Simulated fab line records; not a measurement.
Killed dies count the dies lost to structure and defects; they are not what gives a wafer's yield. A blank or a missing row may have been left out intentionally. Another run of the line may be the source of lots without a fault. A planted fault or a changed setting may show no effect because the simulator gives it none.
fab line records	flow nandHarc
record lots=6	wafers=18	lastDay=24
route steps=1159 shown P_M1@313 P_M2@318 END@1159
lots that met no fault: from a run of the same line without faults
startH: the number of hours between the record's first day and the start of the first shown wafer of the lot	waitH: hours since the lot's step before	" repeats the value in the row above	L1.1+2: a single row standing in for several wafers	- no value, or no start given	* or withheld: withheld	< > ~ a bound
route shown NAME@n: names a module that has steps shown in the file, with the first one's number in the route	usual: average and standard deviation across the fault-free wafers	same: alike in all rows	chamber/n: place in a boat	sites: per-site readings	_std_site: standard deviation across them	_edge_site: inner sites' mean taken away from outer sites' mean	radiusMm: how far each site lies from the wafer's centre	mask NAME#n: copy n	behind: the last tool/chamber to shape the wafer	hold: the reason the lot was held/the length of the hold in hours/how it ended	device: which transistor (n, p or np) failed to switch	end of line: tests run on the same wafers once the route is complete	where a step has no rows: the recipe by itself	killed: dies that structure and defects cost at the first sort, which is not the same as the wafer's yield	map: the dies of a wafer, with x for killed, . for not killed, _ for no die there
set.NAME: setting as actually run; set.NAME@STEP: the setting as run at that earlier step	model.NAME: the simulator's own value behind a step, which no gauge read
a table for each step, a row for each wafer; lots at some steps of the route
services: when a tool's chamber went out of use (startH, in hours from the record's first day, below 0 if earlier), for how many hours, and the reason
## steps
# step NHARC_P_M1_SRD_25
# step NHARC_P_M1_INSPECT_27
# usual rawDefectCount=302/130
lot.wafer	tool	chamber	startH	waitH	rawDefectCount
L570.3	defectInspect-01	-	179.63	0.0	426
L570.5	"	-	"	"	340
L570.6	"	-	"	"	717
L572.2	defectInspect-01	-	202.40	0.0	285
L572.4	"	-	"	"	274
L572.5	"	-	"	"	262
L574.3	defectInspect-01	-	204.34	0.0	255
L574.5	"	-	"	"	213
L574.6	"	-	"	"	295
L578.1	defectInspect-02	-	232.80	0.0	259
L578.2	"	-	"	"	198
L578.6	"	-	"	"	224
L580.1	defectInspect-01	-	234.54	0.0	323
L580.2	"	-	"	"	321
L580.6	"	-	"	"	426
L584.2	defectInspect-01	-	253.57	0.0	693
L584.5	"	-	"	"	641
L584.6	"	-	"	"	454
# step NHARC_P_M1_PRE_CLEAN_32
# recipe timeS=12	tempC=370	rfPowerW=300	gas=NH3
# usual heaterPowerOuterW=357/53	heaterPowerW=615/76
lot.wafer	tool	chamber	startH	waitH	heaterPowerOuterW	heaterPowerW
L570.3	pecvd-02	1	179.72	0.1	373	684
L570.6	"	2	"	"	325	585
L570.5	"	0	"	"	316	543
L572.2	pecvd-01	1	202.62	0.2	466	746
L572.4	"	1	"	"	470	754
L572.5	"	2	"	"	341	561
L574.3	pecvd-03	0	204.80	0.5	383	648
L574.6	"	2	"	"	296	511
L574.5	"	0	"	"	396	656
L578.1	pecvd-01	1	232.87	0.1	383	636
L578.2	"	2	"	"	340	568
L578.6	"	1	"	"	402	657
L580.1	pecvd-02	2	234.62	0.1	328	611
L580.2	"	0	"	"	336	557
L580.6	"	0	"	"	326	564
L584.2	pecvd-03	0	253.65	0.1	345	599
L584.6	"	0	"	"	356	596
L584.5	"	1	"	"	366	704
# step NHARC_P_M1_DEP_33
# recipe targetThkA=300	tempC=370	targetThkNm=30	pressureTorr=3	flowSccm=200	rfW=450	material=SiCN
# usual heaterPowerOuterW=315/53	heaterPowerW=561/76
lot.wafer	tool	chamber	startH	waitH	heaterPowerOuterW	heaterPowerW
L570.3	pecvd-02	1	179.86	0.1	348	647
L570.6	"	2	"	"	288	561
L570.5	"	0	"	"	269	490
L572.2	pecvd-01	1	202.70	0.1	353	576
L572.4	"	1	"	"	363	566
L572.5	"	2	"	"	222	399
L574.3	pecvd-03	0	204.94	0.1	310	542
L574.6	"	2	"	"	283	482
L574.5	"	0	"	"	305	526
L578.1	pecvd-01	1	232.95	0.1	421	692
L578.2	"	2	"	"	286	479
L578.6	"	1	"	"	435	677
L580.1	pecvd-02	2	234.73	0.1	295	571
L580.2	"	0	"	"	312	545
L580.6	"	0	"	"	308	551
L584.2	pecvd-03	0	253.76	0.1	379	619
L584.6	"	0	"	"	374	644
L584.5	"	1	"	"	324	632
# step NHARC_P_M2_DEP_00
# recipe targetThkA=1825	targetThkNm=182.5	tempC=withheld	pressureTorr=5	flowSccm=200	rfW=600	material=SiOC
# step NHARC_P_M2_DEHYDRATE_01
# recipe tempC=150	timeS=120
# step NHARC_P_M2_HMDS_02
# recipe timeS=30
# step NHARC_P_M2_COAT_34
# recipe tempC=200	timeS=65
# step NHARC_P_M2_COAT_03
# recipe spinRpm=1500	resistThkNm=90
# step NHARC_P_M2_SOFTBAKE_04
# recipe tempC=105	timeS=55
# step NHARC_P_M2_EBR_05
# step NHARC_P_M2_EXPOSE_06
# recipe na=1.35	targetCdNm=170	doseMj=80.78	maskId=P_M2
# usual reticleTempC=22.99/0.11
lot.wafer	tool	chamber	startH	waitH	mask	reticleTempC
L570.3	arfiScanner-02	0	180.92	-	P_M2#0	22.84
L570.5	"	0	"	"	P_M2#0	22.97
L570.6	"	0	"	"	P_M2#0	22.89
L572.2	arfiScanner-02	0	203.85	-	P_M2#0	23.05
L572.4	"	0	"	"	P_M2#0	23.15
L572.5	"	0	"	"	P_M2#0	23.04
L574.3	arfiScanner-03	0	205.97	-	P_M2#0	23.15
L574.5	"	0	"	"	P_M2#0	23.04
L574.6	"	0	"	"	P_M2#0	23.24
L578.1	arfiScanner-03	0	233.93	-	P_M2#0	23.00
L578.2	"	0	"	"	P_M2#0	23.11
L578.6	"	0	"	"	P_M2#0	22.85
L580.1	arfiScanner-03	0	235.67	-	P_M2#0	23.01
L580.2	"	0	"	"	P_M2#0	22.84
L580.6	"	0	"	"	P_M2#0	23.08
L584.2	arfiScanner-01	0	254.70	-	P_M2#0	23.06
L584.5	"	0	"	"	P_M2#0	23.06
L584.6	"	0	"	"	P_M2#0	22.98
# step NHARC_P_M2_PEB_07
# recipe pebTempC=100	pebTimeS=65
# step NHARC_P_M2_DEVELOP_08
# recipe developTimeS=35	devTempC=23
# step NHARC_P_M2_CD_MEAS_09
# recipe targetCdNm=170	landingEnergyEv=500
# usual cdNm=170.0/0.49
lot.wafer	tool	chamber	startH	waitH	cdNm
L570.3	cdSem-01	0	181.05	-	169.7
L570.5	"	0	"	"	180.8
L570.6	"	0	"	"	169.6
L572.2	cdSem-01	0	203.99	-	180.0
L572.4	"	0	"	"	169.5
L572.5	"	0	"	"	179.5
L574.3	cdSem-01	0	206.11	-	169.3
L574.5	"	0	"	"	169.6
L574.6	"	0	"	"	169.7
L578.1	cdSem-02	0	234.07	-	170.7
L578.2	"	0	"	"	170.5
L578.6	"	0	"	"	170.3
L580.1	cdSem-03	0	235.82	-	170.3
L580.2	"	0	"	"	169.2
L580.6	"	0	"	"	169.2
L584.2	cdSem-02	0	254.84	-	170.1
L584.5	"	0	"	"	170.3
L584.6	"	0	"	"	169.9
# step NHARC_P_M2_OVL_MEAS_10
# recipe pitchNm=340
# usual overlayXNm=0.0/0.82	overlayYNm=0.2/0.82
lot.wafer	tool	chamber	startH	waitH	overlayXNm	overlayYNm
L570.3	overlay-01	-	181.14	-	0.6	1.0
L570.5	"	-	"	"	0.9	1.1
L570.6	"	-	"	"	0.8	1.1
L572.2	overlay-02	-	204.07	-	-1.8	0.2
L572.4	"	-	"	"	-1.2	0.4
L572.5	"	-	"	"	-1.7	0.1
L574.3	overlay-02	-	206.19	-	0.7	-0.6
L574.5	"	-	"	"	-0.1	-0.1
L574.6	"	-	"	"	0.9	-0.3
L578.1	overlay-02	-	234.16	-	-0.4	0.7
L578.2	"	-	"	"	0.2	0.7
L578.6	"	-	"	"	-0.2	0.4
L580.1	overlay-02	-	235.90	-	-0.1	1.5
L580.2	"	-	"	"	0.0	0.8
L580.6	"	-	"	"	0.2	1.4
L584.2	overlay-01	-	254.93	-	-1.2	0.8
L584.5	"	-	"	"	-1.1	1.1
L584.6	"	-	"	"	-0.9	0.6
# step NHARC_P_M2_INSPECT_11
# usual rawDefectCount=4.2/2.6
lot.wafer	tool	chamber	startH	waitH	rawDefectCount
L570.3	defectInspect-02	-	181.18	0.0	6
L570.5	"	-	"	"	3
L570.6	"	-	"	"	5
L572.2	defectInspect-02	-	204.11	0.0	6
L572.4	"	-	"	"	3
L572.5	"	-	"	"	2
L574.3	defectInspect-01	-	206.23	0.0	2
L574.5	"	-	"	"	2
L574.6	"	-	"	"	2
L578.1	defectInspect-02	-	234.20	0.0	5
L578.2	"	-	"	"	6
L578.6	"	-	"	"	2
L580.1	defectInspect-01	-	235.94	0.0	10
L580.2	"	-	"	"	10
L580.6	"	-	"	"	9
L584.2	defectInspect-02	-	254.96	0.0	10
L584.5	"	-	"	"	8
L584.6	"	-	"	"	7
# step NHARC_P_M2_DESCUM_14
# recipe timeS=3	o2FlowSccm=200	arFlowSccm=0	biasPowerW=0	chemistry=O2
# usual drypumpMotorCurrentA=5.9/0.38	oesProductAu=0.999/0.0068	rfVppV=57.8/0.83	showerheadPlenumPTorr=1.94/0.063	throttleValvePct=11.311/0.0092
lot.wafer	tool	chamber	startH	waitH	drypumpMotorCurrentA	oesProductAu	rfHoursCounterH	rfVppV	showerheadPlenumPTorr	throttleValvePct	model.P_M2.cdNm
L570.3	rieDiel-05	3	181.31	0.1	5.9	0.988	2	57.7	2.03	11.302	170.2
L570.6	"	2	"	"	6.2	0.996	-	57.3	1.98	11.326	170.2
L570.5	"	1	"	"	5.3	0.984	-	58.1	2.03	11.313	181.3
L572.4	rieDiel-10	3	204.20	0.1	5.9	0.984	1	57.7	1.91	11.300	169.2
L572.2	"	0	"	"	5.6	1.000	1	57.1	1.93	11.305	180.1
L572.5	"	2	"	"	6.5	0.994	-	59.2	1.88	11.305	178.8
L574.3	rieDiel-10	1	206.31	0.1	6.2	0.989	1	56.8	1.96	11.313	169.3
L574.5	"	3	"	"	5.9	0.998	-	57.8	1.91	11.330	170.2
L574.6	"	0	"	"	5.6	1.001	-	56.5	1.93	11.316	170
L578.2	rieDiel-08	3	234.36	0.2	5.5	0.990	36	56.8	1.85	11.307	170.1
L578.1	"	0	"	"	6.2	1.003	37	58.6	1.99	11.307	170.7
L578.6	"	0	"	"	6.2	0.997	-	58.5	1.99	11.304	170.6
L580.1	rieDiel-10	2	236.00	0.1	6.5	1.005	1	58.4	1.88	11.303	169.9
L580.2	"	1	"	"	6.2	1.007	2	59.4	1.96	11.314	169
L580.6	"	2	"	"	6.5	1.007	-	56.4	1.88	11.302	169.2
L584.2	rieDiel-10	2	255.03	0.1	6.5	0.994	2	58.5	1.88	11.305	169.9
L584.5	"	1	"	"	6.2	0.994	-	57.9	1.96	11.321	170.7
L584.6	"	2	"	"	6.5	0.999	-	57.1	1.88	11.323	169.8
# step NHARC_P_M2_ETCH_35
# recipe targetDepthA=400	overetchA=120	timeS=43.94	ionEnergyEv=200	n2FlowSccm=150	h2FlowSccm=150	arFlowSccm=0	rfW=400	biasW=150	chemistry=N2/H2
# usual drypumpMotorCurrentA=5.9/0.36	oesProductAu=0.998/0.0064	rfVppV=431.3/2	showerheadPlenumPTorr=2.07/0.064	throttleValvePct=14.171/0.009
lot.wafer	tool	chamber	startH	waitH	drypumpMotorCurrentA	oesProductAu	rfHoursCounterH	rfVppV	showerheadPlenumPTorr	throttleValvePct
L570.3	rieDiel-05	2	181.41	0.1	6.3	1.000	2	432.9	2.11	14.167
L570.5	"	3	"	"	5.9	0.998	-	434.4	2.17	14.173
L570.6	"	1	"	"	5.3	1.006	-	433.1	2.17	14.162
L572.2	rieDiel-10	2	204.27	0.1	6.5	0.999	0	429.3	2.00	14.177
L572.4	"	3	"	"	5.9	0.999	1	431.3	2.04	14.178
L572.5	"	2	"	"	6.5	0.998	-	429.0	2.00	14.167
L574.3	rieDiel-10	2	206.38	0.1	6.5	1.000	1	429.7	2.00	14.167
L574.5	"	0	"	"	5.6	1.005	-	430.6	2.06	14.191
L574.6	"	1	"	"	6.2	1.008	-	431.4	2.09	14.170
L578.2	rieDiel-08	0	234.62	0.3	6.2	1.003	37	432.0	2.13	14.161
L578.1	"	1	"	"	5.6	0.991	39	426.1	1.91	14.180
L578.6	"	0	"	"	6.2	0.987	-	432.1	2.13	14.181
L580.1	rieDiel-10	1	236.10	0.1	6.2	0.993	2	432.6	2.09	14.178
L580.2	"	2	"	"	6.5	0.999	1	428.8	2.00	14.172
L580.6	"	1	"	"	6.2	0.985	-	431.7	2.09	14.183
L584.2	rieDiel-10	2	255.13	0.1	6.5	0.995	2	429.7	2.00	14.182
L584.6	"	3	"	"	5.9	0.985	-	430.2	2.04	14.164
L584.5	"	0	"	"	5.6	1.001	-	431.7	2.06	14.170
# step NHARC_P_M2_ETCH_15
# recipe targetDepthA=1825	timeS=91.2	c4f8FlowSccm=withheld	arFlowSccm=400	rfW=600	biasW=300	chemistry=C4F8/Ar
# usual oesProductAu=0.952/0.02	rfVppV=441.5/2
lot.wafer	tool	chamber	startH	waitH	oesProductAu	rfHoursCounterH	rfVppV
L570.3	rieDiel-05	1	-	-	0.969	2	444.5
L570.6	"	1	"	"	0.964	-	444.6
L570.5	"	2	"	"	0.976	-	441.8
L572.4	rieDiel-10	2	-	-	0.960	0	440.1
L572.2	"	0	"	"	0.989	1	440.4
L572.5	"	1	"	"	0.978	-	442.6
L574.3	rieDiel-10	1	-	-	0.980	1	444.1
L574.6	"	3	"	"	0.954	-	440.4
L574.5	"	0	"	"	0.959	-	441.8
L578.1	rieDiel-08	3	-	-	0.920	36	437.2
L578.2	"	1	"	"	0.924	39	437.6
L578.6	"	3	"	"	0.924	-	439.5
L580.2	rieDiel-10	2	-	-	0.938	1	440.0
L580.1	"	0	"	"	0.936	2	441.6
L580.6	"	3	"	"	0.933	-	439.8
L584.2	rieDiel-10	2	-	-	0.963	2	439.4
L584.6	"	0	"	"	0.981	-	440.9
L584.5	"	1	"	"	0.961	-	442.9
# step NHARC_P_M2_CD_MEAS_16
# usual cdNm=170.0/0.69
lot.wafer	tool	chamber	startH	waitH	cdNm
L570.3	cdSem-01	-	181.65	-	169.7
L570.5	"	-	"	"	180.8
L570.6	"	-	"	"	170.1
L572.2	cdSem-01	-	204.49	-	180.3
L572.4	"	-	"	"	169.5
L572.5	"	-	"	"	179.4
L574.3	cdSem-03	-	206.60	-	169.3
L574.5	"	-	"	"	170.4
L574.6	"	-	"	"	170.1
L578.1	cdSem-01	-	234.99	-	170.3
L578.2	"	-	"	"	169.4
L578.6	"	-	"	"	170.0
L580.1	cdSem-01	-	236.33	-	170.0
L580.2	"	-	"	"	168.6
L580.6	"	-	"	"	169.3
L584.2	cdSem-02	-	255.33	-	169.6
L584.5	"	-	"	"	170.6
L584.6	"	-	"	"	169.4
# step NHARC_P_M2_STRIP_18
# recipe powerW=1000	n2FlowSccm=150	h2FlowSccm=150	arFlowSccm=0	biasW=0	chemistry=N2/H2
# usual drypumpMotorCurrentA=5.9/0.37	oesProductAu=0.999/0.0064	rfVppV=90.8/0.87	showerheadPlenumPTorr=2.07/0.068	throttleValvePct=14.171/0.0092
lot.wafer	tool	chamber	startH	waitH	drypumpMotorCurrentA	oesProductAu	rfHoursCounterH	rfVppV	showerheadPlenumPTorr	throttleValvePct
L570.3	rieDiel-08	3	181.83	0.2	5.5	0.996	19	90.7	1.98	14.174
L570.6	"	2	"	"	5.3	1.001	-	93.1	2.21	14.184
L570.5	"	3	"	"	5.5	0.991	-	91.1	1.98	14.154
L572.2	rieDiel-10	0	204.57	0.1	5.6	0.999	1	90.1	2.06	14.154
L572.4	"	2	"	"	6.5	1.006	0	91.8	2.00	14.159
L572.5	"	0	"	"	5.6	1.002	-	91.2	2.06	14.172
L574.3	rieDiel-10	2	206.76	0.2	6.5	0.991	1	90.3	2.00	14.167
L574.5	"	3	"	"	5.9	0.995	-	92.1	2.04	14.174
L574.6	"	0	"	"	5.6	0.996	-	89.7	2.06	14.183
L578.1	rieDiel-10	0	235.13	0.1	5.6	1.012	2	90.7	2.06	14.169
L578.2	"	1	"	"	6.2	1.008	2	91.9	2.09	14.178
L578.6	"	2	"	"	6.5	0.992	-	90.8	2.00	14.165
L580.1	rieDiel-10	2	236.41	0.1	6.5	0.993	1	90.3	2.00	14.181
L580.2	"	0	"	"	5.6	1.007	2	89.5	2.06	14.164
L580.6	"	3	"	"	5.9	1.006	-	89.4	2.04	14.182
L584.2	rieDiel-10	2	255.45	0.1	6.5	1.005	2	91.0	2.00	14.156
L584.6	"	0	"	"	5.6	0.995	-	91.1	2.06	14.185
L584.5	"	1	"	"	6.2	0.992	-	89.8	2.09	14.168
# step NHARC_P_M2_ETCH_28
# recipe targetDepthA=300	overEtchFrac=0.3	timeS=72.99	ionEnergyEv=150	cf4FlowSccm=50	n2FlowSccm=100	arFlowSccm=150	rfW=300	biasW=100	chemistry=CF4/N2
# usual drypumpMotorCurrentA=5.9/0.38	oesProductAu=0.998/0.0067	rfVppV=314.7/1.7	showerheadPlenumPTorr=2.66/0.082	throttleValvePct=19.795/0.0096
lot.wafer	tool	chamber	startH	waitH	drypumpMotorCurrentA	oesProductAu	rfHoursCounterH	rfVppV	showerheadPlenumPTorr	throttleValvePct	model.P_M2.cdNm
L570.3	rieDiel-08	3	-	-	5.5	0.993	19	313.5	2.55	19.788	169.3
L570.5	"	2	"	"	5.4	1.001	-	317.7	2.83	19.804	180.8
L570.6	"	3	"	"	5.5	1.003	-	311.4	2.55	19.791	169.9
L572.4	rieDiel-10	1	-	-	6.2	0.994	1	316.8	2.69	19.814	169.6
L572.2	"	0	"	"	5.6	1.002	1	313.8	2.65	19.806	180.6
L572.5	"	1	"	"	6.2	0.998	-	315.8	2.69	19.794	179.4
L574.3	rieDiel-10	1	-	-	6.2	1.003	1	314.3	2.69	19.798	169
L574.5	"	0	"	"	5.6	0.999	-	315.7	2.65	19.788	169.9
L574.6	"	1	"	"	6.2	1.011	-	314.5	2.69	19.797	170.3
L578.2	rieDiel-10	0	-	-	5.6	1.013	2	316.0	2.65	19.788	169.5
L578.1	"	2	"	"	6.5	1.006	1	313.0	2.58	19.789	169.9
L578.6	"	0	"	"	5.6	1.012	-	314.5	2.65	19.796	170
L580.2	rieDiel-10	3	-	-	5.9	0.989	2	313.0	2.63	19.784	169
L580.1	"	0	"	"	5.6	0.995	2	313.7	2.65	19.785	170.3
L580.6	"	3	"	"	5.9	1.004	-	313.4	2.63	19.795	169.5
L584.2	rieDiel-10	3	-	-	5.9	0.993	3	312.7	2.63	19.788	169.6
L584.5	"	1	"	"	6.2	0.997	-	315.4	2.69	19.803	171
L584.6	"	2	"	"	6.5	0.988	-	313.1	2.58	19.798	169.8
# step NHARC_P_M2_STRIP_19
# recipe timeS=600	tempC=30	chemistry=postEtchResidueRemover
# step NHARC_END_SORT_01
# recipe tempC=25
# usual defectLimitedYield=95.4/1.4	killedAtArray=27/10	killedAtOther=0.6/1	killedAtPeriphery=3.4/2.7	killedDies=31/9.7	killedOpen=3.4/1.7	killedShort=2.2/1.5	sort_bin_2_pct=1.4/0.57	sort_bin_3_pct=0.25/0.23	sort_bin_4_pct=3.0/0.94	sortNPass=646/9.7	sortRimYieldPct=95.3/3	sortYieldPct=95.4/1.4
# same grossDies=677	sort_bin_5_pct[%]=0	sort_bin_6_pct[%]=0	sort_bin_7_pct[%]=0	sort_bin_8_pct[%]=0	sortRimNGross=106.00
lot.wafer	tool	chamber	startH	waitH	defectLimitedYield[%]	killedAtArray	killedAtOther	killedAtPeriphery	killedDies	killedOpen	killedShort	sort_bin_2_pct[%]	sort_bin_3_pct[%]	sort_bin_4_pct[%]	sortNPass	sortRimYieldPct[%]	sortYieldPct[%]
L570.3	prober-02	0	495.64	3.1	94.8	27	3	5	35	6	2	0.9	0.15	4.1	642	92.5	94.8
L570.5	prober-02	0	497.21	3.7	95.0	28	2	4	34	3	1	1.8	0.15	3.1	643	89.6	95.0
L570.6	prober-02	0	498.00	3.9	94.7	32	2	2	36	4	1	1.8	0.44	3.1	641	98.1	94.7
L574.3	prober-02	0	504.43	3.1	96.3	23	1	1	25	4	3	1.3	0.15	2.2	652	97.2	96.3
L574.5	prober-02	0	506.04	3.7	96.9	19	0	2	21	2	2	0.7	0.15	2.2	656	97.2	96.9
L574.6	prober-02	0	506.85	4.0	96.5	22	0	2	24	3	1	1.0	0.15	2.4	653	98.1	96.5
L572.2	prober-01	0	527.09	2.8	92.8	47	0	2	49	5	1	2.1	0.15	5.0	628	90.6	92.8
L572.4	prober-01	0	528.71	3.4	93.5	43	0	1	44	2	3	2.1	0	4.4	633	95.3	93.5
L572.5	prober-01	0	529.52	3.7	94.7	32	1	3	36	4	2	2.4	0.15	2.8	641	96.2	94.7
L580.1	prober-02	0	554.90	2.5	96.0	19	1	7	27	3	2	1.2	0.15	2.7	650	99.1	96.0
L580.2	prober-02	0	555.72	2.8	96.0	16	1	10	27	3	3	0.9	0.15	3.0	650	94.3	96.0
L580.6	prober-02	0	558.99	4.1	96.5	16	0	8	24	3	0	1.0	0.74	1.8	653	94.3	96.5
L578.1	prober-01	0	570.70	2.5	92.0	51	0	3	54	6	6	2.2	0.89	4.9	623	96.2	92.0
L578.2	prober-01	0	571.49	2.8	93.5	41	0	3	44	2	0	2.1	0.30	4.1	633	89.6	93.5
L578.6	prober-01	0	574.65	4.0	92.9	46	0	2	48	3	2	3.0	0.15	4.0	629	87.7	92.9
# killed by level:class
L570.3 A_CHANNEL_HOLE_D1:chamberFilmFlake=15 A_CONTACT:chamberFilmFlake=4 THIN_TSV:chamberFilmFlake=3 P_CONTACT:geometricParticle:open=2 A_CONTACT:geometricParticle:open=2 A_STAIRCASE:chamberFilmFlake=2 P_CONTACT:geometricParticle:short=1 A_SGD_CUT:geometricParticle:open=1
L570.5 A_CHANNEL_HOLE_D1:chamberFilmFlake=18 A_STAIRCASE:chamberFilmFlake=4 A_WL_FILL:chamberFilmFlake=3 P_GATE:chamberFilmFlake=2 HYBRID_BOND:chamberFilmFlake=2 P_M0:geometricParticle:open=1 A_ONON_D1:geometricParticle:open=1 A_CHANNEL_FILL_D1:geometricParticle:open=1
L570.6 A_CHANNEL_HOLE_D1:chamberFilmFlake=19 A_CONTACT:chamberFilmFlake=3 A_STAIRCASE:chamberFilmFlake=3 A_WL_FILL:chamberFilmFlake=2 THIN_TSV:chamberFilmFlake=2 P_M2:geometricParticle:open=1 A_SLIT:geometricParticle:short=1 A_WL_FILL:geometricParticle:open=1
L574.3 A_CHANNEL_HOLE_D1:chamberFilmFlake=4 A_STAIRCASE:chamberFilmFlake=4 A_SLIT:chamberFilmFlake=4 A_CONTACT:chamberFilmFlake=4 A_BLC:geometricParticle:open=2 P_M0:geometricParticle:open=1 A_SOURCE_PLATE:geometricParticle:short=1 A_ONON_D1:geometricParticle:short=1
L574.5 A_STAIRCASE:chamberFilmFlake=6 A_CONTACT:chamberFilmFlake=4 A_CHANNEL_HOLE_D1:chamberFilmFlake=3 A_SLIT:chamberFilmFlake=3 P_M0:geometricParticle:short=2 A_CONTACT:geometricParticle:open=1 A_BLC:geometricParticle:open=1 A_ZERO_WELL:chamberFilmFlake=1
L574.6 A_CONTACT:chamberFilmFlake=7 A_SLIT:chamberFilmFlake=5 A_STAIRCASE:chamberFilmFlake=4 A_CHANNEL_HOLE_D1:chamberFilmFlake=3 P_CONTACT:geometricParticle:open=1 A_ONON_D1:geometricParticle:open=1 A_SLIT:geometricParticle:open=1 A_WL_FILL:geometricParticle:short=1
L572.2 A_CHANNEL_HOLE_D1:chamberFilmFlake=24 A_SLIT:chamberFilmFlake=14 A_CONTACT:geometricParticle:open=2 A_M0:geometricParticle:open=2 A_CONTACT:chamberFilmFlake=2 A_WL_FILL:geometricParticle:open=1 A_CONTACT:geometricParticle:short=1 P_STI:chamberFilmFlake=1
L572.4 A_CHANNEL_HOLE_D1:chamberFilmFlake=19 A_SLIT:chamberFilmFlake=17 A_WL_FILL:geometricParticle:short=2 A_ONON_D1:geometricParticle:short=1 A_CHANNEL_HOLE_D1:geometricParticle:open=1 A_CONTACT:geometricParticle:open=1 P_GATE:chamberFilmFlake=1 A_STAIRCASE:chamberFilmFlake=1
L572.5 A_SLIT:chamberFilmFlake=15 A_CHANNEL_HOLE_D1:chamberFilmFlake=9 A_CONTACT:chamberFilmFlake=3 P_CONTACT:geometricParticle:open=2 A_STAIRCASE:chamberFilmFlake=2 P_M0:geometricParticle:short=1 A_CHANNEL_FILL_D1:geometricParticle:short=1 A_WL_FILL:geometricParticle:open=1
L580.1 P_STI:chamberFilmFlake=5 A_CHANNEL_HOLE_D1:chamberFilmFlake=5 A_CONTACT:chamberFilmFlake=4 A_CHANNEL_FILL_D1:chamberFilmFlake=2 A_STAIRCASE:chamberFilmFlake=2 A_SGD_CUT:chamberFilmFlake=2 P_GATE:geometricParticle:open=1 A_CHANNEL_FILL_D1:geometricParticle:open=1
L580.2 A_CHANNEL_HOLE_D1:chamberFilmFlake=6 P_STI:chamberFilmFlake=4 P_M1:chamberFilmFlake=2 A_STAIRCASE:chamberFilmFlake=2 A_CONTACT:chamberFilmFlake=2 P_CONTACT:geometricParticle:short=1 P_M0:geometricParticle:open=1 P_M1:geometricParticle:open=1
L580.6 A_STAIRCASE:chamberFilmFlake=5 A_CONTACT:chamberFilmFlake=5 P_STI:chamberFilmFlake=3 P_M1:chamberFilmFlake=3 A_CHANNEL_HOLE_D1:chamberFilmFlake=3 P_M2:geometricParticle:open=1 A_CHANNEL_HOLE_D1:geometricParticle:open=1 A_CHANNEL_FILL_D1:geometricParticle:open=1
L578.1 A_CHANNEL_HOLE_D1:chamberFilmFlake=19 A_SLIT:chamberFilmFlake=15 A_CONTACT:chamberFilmFlake=4 A_WL_FILL:geometricParticle:short=3 A_ONON_D1:geometricParticle:open=2 A_STAIRCASE:chamberFilmFlake=2 P_GATE:geometricParticle:short=1 P_M2:geometricParticle:open=1
L578.2 A_CHANNEL_HOLE_D1:chamberFilmFlake=21 A_SLIT:chamberFilmFlake=12 A_STAIRCASE:chamberFilmFlake=4 A_CONTACT:chamberFilmFlake=2 P_M0:geometricParticle:open=1 A_CHANNEL_FILL_D1:geometricParticle:open=1 P_STI:chamberFilmFlake=1 P_GATE:chamberFilmFlake=1
L578.6 A_SLIT:chamberFilmFlake=17 A_CHANNEL_HOLE_D1:chamberFilmFlake=15 A_CONTACT:chamberFilmFlake=5 A_WL_FILL:geometricParticle:open=3 A_STAIRCASE:chamberFilmFlake=3 A_CHANNEL_FILL_D1:geometricParticle:short=1 A_SGD_CUT:geometricParticle:short=1 P_ZERO_WELL:chamberFilmFlake=1
## services
tool	chamber	startH	hours	kind
rieDiel-10	3	156.42	5.4	repair
rieDiel-05	-	163.62	9.0	pm
pecvd-01	1	164.34	4.4	repair
arfiScanner-01	-	165.84	1.0	repair
arfiScanner-01	-	168.32	0.5	repair
rieDiel-10	-	176.50	9.0	pm
rieDiel-10	0	176.50	9.0	ventCycle
rieDiel-10	1	176.50	9.0	ventCycle
rieDiel-10	2	176.50	9.0	ventCycle
rieDiel-10	3	176.50	9.0	ventCycle
rieDiel-05	-	177.75	0.4	repair
rieDiel-10	0	185.50	-	clean
rieDiel-10	1	185.50	-	clean
rieDiel-08	-	190.55	2.4	repair
pecvd-02	-	191.04	1.7	repair
arfiScanner-01	-	196.00	4.0	pm
rieDiel-10	2	197.85	5.3	repair
pecvd-01	-	208.96	1.6	repair
rieDiel-10	2	209.00	8.1	repair
rieDiel-08	0	229.99	1.4	repair
arfiScanner-01	-	233.66	1.3	repair
pecvd-01	-	237.25	13.0	pm
arfiScanner-02	-	242.66	4.4	repair
pecvd-02	-	250.95	2.3	repair
## key
firstSign step=NHARC_P_M2_CD_MEAS_09	reading=cdNm	direction=up	sigmas=20	usual=170.0	struck=180.1
effect step=NHARC_P_M2_CD_MEAS_16	reading=cdNm	direction=up	sigmas=15	usual=170.0	struck=180.2
modelEffect step=NHARC_P_M2_DESCUM_14	value=P_M2.cdNm	without=169.7	struck=180.1
modelEffect step=NHARC_P_M2_ETCH_28	value=P_M2.cdNm	without=169.9	struck=180.3
metAt NHARC_P_M2_EXPOSE_06
struckWafers L570.5,L572.2,L572.5
fault kind=processParameterDrift	tool=arfiScanner-02	chamber=-	onsetH=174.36	steps=NHARC_P_M2_EXPOSE_06	channel=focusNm	offset=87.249	shape=step	endH=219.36	scope=struckWafersOnly
